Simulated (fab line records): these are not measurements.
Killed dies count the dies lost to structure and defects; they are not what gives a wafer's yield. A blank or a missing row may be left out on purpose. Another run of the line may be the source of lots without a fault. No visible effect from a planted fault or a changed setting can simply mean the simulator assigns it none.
Struck lot and sound lot, side by side -- flow n5-finfet -- 36 out of 1938 route steps
Sound: wafers L124.2, L124.4, L124.5. Struck: wafers L133.1, L133.4, L133.6. The cause is given at the end.
Per side, at each step with rows, come the tool, then ch with its chambers, and then its first start. Under that, the readings that differ: sound wafers -- struck wafers -- difference of the means -- sigmas: that difference in standard deviations of wafers without a fault.
alike: a reading whose means differ by less than 2 such deviations, as well as words and numbers matching on both sides. not compared: withheld readings; readings where some wafer has no value; bounds like >300 that might hide an equal value; numbers whose values overlap and for which the record gives no deviation.
A row with sigmas, a row that says differs or no value, or rows on one side alone: a step with any of these is where the two part. Numbers that have no deviation but don't overlap get no sigmas and don't part them. Lack of a reading on every wafer of one side parts them only where that side has two or more wafers.

first, 11 steps without rows for these wafers: N5_FIN_CUT_PRECLEAN_35 (cleans in vHF, time 13.3 s); N5_FIN_CUT_CUT_ETCH_15 (etches Si in HBr/Cl2/O2, target depth 100 nm, bt time 10 s, time 42.4 s); N5_FIN_CUT_CUT_ETCH_28 (etches Si in HBr/Cl2/O2, target depth 6 nm, time 2.4 s); N5_FIN_CUT_STRIP_22 (strips in N2/H2); N5_FIN_CUT_PRECLEAN_36 (cleans in O3/DIW, time 60 s); N5_FIN_CUT_SRD_32 (time 30 s); N5_FIN_CUT_UV_OZONE_34 (time 120 s); N5_STI_FIN_REVEAL_ALD_00 (deposits SiO2, target thk 1 nm, pulse time 1 s); N5_STI_FIN_REVEAL_ALD_14 (deposits Si3N4, target thk 3 nm); N5_STI_FIN_REVEAL_FCVD_FILL_01 (material SiO2 flowable, target thk 312 nm, time 512.2 s); N5_STI_FIN_REVEAL_DENSIFY_02 (time 1800 s).
N5_STI_FIN_REVEAL_CMP_04: polishes, stops on Si3N4, t overpolish 4 s, target thk 131.83 nm.
  sound on cmp-03 ch 0,1,2, day 2 11:44; struck on cmp-03 ch 0,2,3, day 4 19:16
  alike: edge-zone-pressure-frac, motor-current-A, overpolish-run-s, time-to-endpoint-s
then, 20 steps without rows for these wafers: N5_STI_FIN_REVEAL_DENSIFY_30; N5_STI_FIN_REVEAL_ETCHBACK_08 (etches SiO2 in C4F6/O2, target depth 30.5 nm, time 10.167 s); N5_STI_FIN_REVEAL_STRIP_24 (strips in N2/H2, time 90 s); N5_STI_FIN_REVEAL_PRECLEAN_25 (cleans in SPM, time 90 s); N5_STI_FIN_REVEAL_PRECLEAN_26 (cleans in SC1, time 45 s); N5_STI_FIN_REVEAL_PRECLEAN_29 (cleans in DHF, time 30 s); N5_STI_FIN_REVEAL_SRD_12 (time 30 s); N5_STI_FIN_REVEAL_RECESS_09 (chemistry HF/NH3, target SiO2, afs cycles 11, target depth 42.5 nm, sublimation time 60 s); N5_STI_FIN_REVEAL_STRIP_16 (strips SiNx in H3PO4, target depth 23.8 nm); N5_STI_FIN_REVEAL_PRECLEAN_17 (cleans in NF3:NH3, afs cycles 1, time 20 s, sublimation time 60 s); N5_STI_FIN_REVEAL_ETCH_34 (etches Si in H2, material Si, target depth 0.97 nm); N5_STI_FIN_REVEAL_OXIDATION_31 (chemistry O2 PLASMA REMOTE, time 20 s); N5_STI_FIN_REVEAL_PRECLEAN_32 (cleans in NF3:NH3, afs cycles 1, time 20 s, sublimation time 60 s); N5_STI_FIN_REVEAL_STRIP_35 (strips Si3N4 in H3PO4, target depth 4 nm, time 39 s); N5_STI_FIN_REVEAL_SRD_21 (time 30 s); N5_STI_FIN_REVEAL_OXIDATION_33 (chemistry O2 PLASMA REMOTE, time 20 s); N5_STI_FIN_REVEAL_CLEAN_19 (cleans in O3/DIW, time 120 s); N5_STI_FIN_REVEAL_SRD_23 (time 30 s); N5_STI_FIN_REVEAL_PRECLEAN_18 (cleans in SC2, time 45 s); N5_STI_FIN_REVEAL_SRD_28 (time 30 s).
N5_STI_FIN_REVEAL_INSPECT_13: inspects for defects (darkfield).
  sound: defect-inspect-01 at day 2 15:56; struck: defect-inspect-02 at day 4 22:55
reading,sound,struck,difference,sigmas
raw-defect-count,9 9 12,298 326 312,+302,+63
then, 1 step without rows for these wafers: N5_DUMMY_GATE_PRECLEAN_00 (cleans in O3/DIW, time 60 s).
-- here the record skips 5 days between the struck wafers' starts before and after, leaving off in module DUMMY_GATE and picking up in module BEOL_M4 (first step shown: number 1111 of the route) --
N5_BEOL_M4_RC_MEAS_101:
  sound on prober-02 ch 0, day 7 19:53; struck on prober-02 ch 0, day 10 01:52
reading,sound,struck,difference,sigmas
SS_P (mV/dec),72.6 72.1 72.1,73.7 74.1 73.6,+1.5,+2
  alike: DIBL_N, DIBL_P, IOFF_N, IOFF_P, ION_N, ION_P, SS_N, VT_N, VT_P
-- a jump in the record: the struck wafers' starts before and after are 4 days apart (it breaks off in module BEOL_M4 and resumes in module PASSIVATION, where the first step shown is number 1936 of the route) --
N5_PASSIVATION_PROBE_49:
  sound: prober-02 at day 12 03:40; struck: prober-01 at day 14 13:38
reading,sound,struck,difference,sigmas
defect-limited-yield (%),91.9 90.7 91.3,74.9 70.5 72.5,-18.7,-12
killed_at_M0_to_M3,32 45 36,20 23 15,-18,-2
killed-at-front-end,35 34 35,262 306 291,+252,+19
killed-dies,96 110 103,296 348 325,+220,+12
killed-on-rim,16 13 12,43 47 43,+31,+7
killed-open,67 75 72,41 43 44,-29,-2
sort_bin_5_function (%),5.4 5.1 5.8,14.4 17.9 17.4,+11.1,+11
sort_bin_6_memory (%),2.5 4.2 2.7,8.6 10.3 8.7,+6.1,+9
sort-n-pass,1084 1070 1077,884 832 855,-220,-12
sort-yield-pct (%),91.9 90.7 91.3,74.9 70.5 72.5,-18.7,-12
  alike: killed_at_M4_up, killed-at-contacts, killed-at-other, killed-short, sort_bin_4_leakage

WHERE THEY PART
Last at N5_PASSIVATION_PROBE_49 as far as this record goes, first at N5_STI_FIN_REVEAL_INSPECT_13.

WHY: the cause the simulator had injected
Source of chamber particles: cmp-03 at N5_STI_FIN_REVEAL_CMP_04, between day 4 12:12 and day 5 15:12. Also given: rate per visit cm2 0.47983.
